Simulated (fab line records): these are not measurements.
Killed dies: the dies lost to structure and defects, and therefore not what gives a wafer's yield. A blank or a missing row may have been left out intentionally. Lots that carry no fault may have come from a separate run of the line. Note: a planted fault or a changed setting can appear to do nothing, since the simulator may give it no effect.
Matching of chambers :: flow n5 finfet :: N5_BEOL_M0_SAQP_PECVD_97 on pecvd-01 has 3 sister chambers
The step deposits SiNx from SiH4/NH3/N2, target thk 23 nm, time 19.9 s. 14 wafers are shown with their chamber, then 7 later ones without.

## WAFERS, EACH WITH ITS CHAMBER
wafer: L074.1
chamber: 2
throttle valve pct (%): 37.0
showerhead plenum p Torr (Torr): 5.33
heater power w (W): 582

wafer: L074.4
chamber: 1
throttle valve pct (%): 45.8
showerhead plenum p Torr (Torr): 5.23
heater power w (W): 555

wafer: L074.5
chamber: 0
throttle valve pct (%): 39.4
showerhead plenum p Torr (Torr): 5.12
heater power w (W): 508

wafer: L075.4
chamber: 0
throttle valve pct (%): 39.5
showerhead plenum p Torr (Torr): 5.12
heater power w (W): 523

wafer: L075.5
chamber: 2
throttle valve pct (%): 37.2
showerhead plenum p Torr (Torr): 5.30
heater power w (W): 588

wafer: L075.6
chamber: 1
throttle valve pct (%): 45.6
showerhead plenum p Torr (Torr): 5.22
heater power w (W): 645

wafer: L083.2
chamber: 0
throttle valve pct (%): 39.6
showerhead plenum p Torr (Torr): 5.13
heater power w (W): 523

wafer: L083.5
chamber: 1
throttle valve pct (%): 45.8
showerhead plenum p Torr (Torr): 5.21
heater power w (W): 663

wafer: L083.6
chamber: 0
throttle valve pct (%): 39.8
showerhead plenum p Torr (Torr): 5.12
heater power w (W): 517

wafer: L086.1
chamber: 1
throttle valve pct (%): 45.5
showerhead plenum p Torr (Torr): 5.23
heater power w (W): 645

wafer: L086.3
chamber: 0
throttle valve pct (%): 39.4
showerhead plenum p Torr (Torr): 5.15
heater power w (W): 504

wafer: L086.5
chamber: 2
throttle valve pct (%): 37.2
showerhead plenum p Torr (Torr): 5.32
heater power w (W): 568

wafer: L087.1
chamber: 1
throttle valve pct (%): 45.6
showerhead plenum p Torr (Torr): 5.22
heater power w (W): 607

wafer: L087.5
chamber: 2
throttle valve pct (%): 37.2
showerhead plenum p Torr (Torr): 5.32
heater power w (W): 566

SIGNATURES (means of the wafers above)
reading: throttle valve pct
chamber 0: 39.540
chamber 1: 45.660
chamber 2: 37.150
scatter within a chamber: 0.139

reading: showerhead plenum p Torr
chamber 0: 5.1280
chamber 1: 5.2220
chamber 2: 5.3175
scatter within a chamber: 0.0114

reading: heater power w
chamber 0: 515.00
chamber 1: 623.00
chamber 2: 576.00
scatter within a chamber: 27.1
Rule: for each reading, subtract the chamber's mean from the wafer's reading, divide by that reading's scatter and square the result; add these up over the readings and take the root, which gives the wafer's distance from the chamber. The wafer belongs to the nearest chamber; if the next one is less than 2 further off, it can't be placed. The scatter is the square root of a quotient: the sum, over the shown wafers, of each reading's squared deviation from its chamber's mean, divided by wafers minus chambers.

## WAFERS MISSING THEIR CHAMBER
wafer: L087.6
throttle valve pct (%): 45.9
showerhead plenum p Torr (Torr): 5.23
heater power w (W): 619

wafer: L089.1
throttle valve pct (%): 45.8
showerhead plenum p Torr (Torr): 5.24
heater power w (W): 581

wafer: L089.4
throttle valve pct (%): 45.9
showerhead plenum p Torr (Torr): 5.22
heater power w (W): 594

wafer: L089.5
throttle valve pct (%): 39.6
showerhead plenum p Torr (Torr): 5.14
heater power w (W): 542

wafer: L092.1
throttle valve pct (%): 45.7
showerhead plenum p Torr (Torr): 5.22
heater power w (W): 644

wafer: L092.2
throttle valve pct (%): 39.3
showerhead plenum p Torr (Torr): 5.12
heater power w (W): 554

wafer: L092.3
throttle valve pct (%): 37.6
showerhead plenum p Torr (Torr): 5.31
heater power w (W): 582

## THE CHAMBER EACH PASSED THROUGH
wafer: L087.6
from the rows above: 1
in truth: 1

wafer: L089.1
from the rows above: 1
in truth: 1

wafer: L089.4
from the rows above: 1
in truth: 1

wafer: L089.5
from the rows above: 0
in truth: 0

wafer: L092.1
from the rows above: 1
in truth: 1

wafer: L092.2
from the rows above: 0
in truth: 0

wafer: L092.3
from the rows above: 2
in truth: 2
Correctly placed: 7 of 7. Can't be placed from these rows: 0. 0 placed wrongly.
